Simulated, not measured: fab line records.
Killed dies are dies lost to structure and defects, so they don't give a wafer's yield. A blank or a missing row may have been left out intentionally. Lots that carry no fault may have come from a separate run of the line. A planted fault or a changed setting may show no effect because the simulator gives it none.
Chamber matching	flow nandHarc	rieDiel-08 running NHARC_A_CONTACT_ETCH_90: 4 sister chambers
The step etches the open film in CH3F/O2, target depth 40 nm, time 85.7 s. 33 wafers are shown with their chamber, then 12 later ones without.

## WAFERS PAIRED WITH THEIR CHAMBERS
wafer	chamber	showerheadPlenumPTorr (Torr)	drypumpMotorCurrentA (A)	rfVppV (V)
L075.1	1	2.49	5.7	244.7
L075.2	2	2.37	5.3	242.2
L075.5	1	2.49	5.8	244.4
L075.3	0	2.53	6.8	242.9
L075.4	3	2.34	5.3	241.7
L075.6	2	2.37	5.3	243.9
L080.3	1	2.49	5.7	245.5
L080.4	0	2.52	6.8	247.0
L080.6	3	2.34	5.4	243.7
L081.1	3	2.33	5.4	242.7
L081.4	0	2.52	6.8	245.5
L081.5	3	2.33	5.3	241.8
L083.2	3	2.33	5.4	241.4
L083.4	0	2.52	6.8	244.7
L083.5	0	2.52	6.8	244.9
L083.1	2	2.37	5.4	244.5
L083.3	1	2.49	5.7	245.9
L083.6	3	2.33	5.4	242.7
L084.1	1	2.49	5.8	243.6
L084.2	3	2.33	5.4	243.9
L084.5	0	2.52	6.8	244.8
L087.3	2	2.36	5.3	244.3
L087.4	0	2.52	6.8	245.3
L087.6	2	2.36	5.4	244.0
L088.4	3	2.33	5.4	243.4
L088.5	2	2.36	5.4	244.8
L088.6	1	2.48	5.8	243.8
L090.3	1	2.48	5.8	245.1
L090.4	0	2.52	6.8	245.3
L090.5	3	2.33	5.3	242.6
L091.2	0	2.51	6.8	245.7
L091.3	1	2.48	5.8	246.7
L091.6	1	2.48	5.7	243.5

SIGNATURES (means of the wafers above)
reading	chamber 0	chamber 1	chamber 2	chamber 3	scatter within a chamber
showerheadPlenumPTorr	2.5200	2.4856	2.3650	2.3322	0.00501
drypumpMotorCurrentA	6.800	5.756	5.350	5.367	0.0444
rfVppV	245.122	244.800	243.950	242.656	1.01
Rule: a wafer's distance from a chamber is the root of the sum, over the readings, of the square of ((its reading less the chamber's mean) divided by the reading's scatter). The wafer belongs to the nearest chamber; if the next one is less than 2 further off, it can't be placed. The scatter: the root of (the sum of the squares of (reading less its chamber's mean) over the shown wafers, divided by (wafers less chambers)).

## WAFERS MISSING THEIR CHAMBER
wafer	showerheadPlenumPTorr (Torr)	drypumpMotorCurrentA (A)	rfVppV (V)
L091.1	2.33	5.4	241.7
L091.4	2.36	5.3	243.0
L091.5	2.51	6.8	245.4
L092.1	2.36	5.4	243.3
L092.2	2.48	5.7	245.3
L092.3	2.33	5.4	242.9
L094.3	2.33	5.4	242.1
L094.5	2.51	6.8	247.5
L094.6	2.48	5.8	244.6
L095.2	2.51	6.8	245.6
L095.4	2.48	5.7	244.8
L095.6	2.33	5.4	241.8

## EACH ONE'S CHAMBER
wafer	from the rows above	in truth
L091.1	3	3
L091.4	2	2
L091.5	0	0
L092.1	2	2
L092.2	1	1
L092.3	3	3
L094.3	3	3
L094.5	0	0
L094.6	1	1
L095.2	0	0
L095.4	1	1
L095.6	3	3
Placed correctly: 12 of 12. From these rows, 0 cannot be placed. Number placed wrongly: 0.
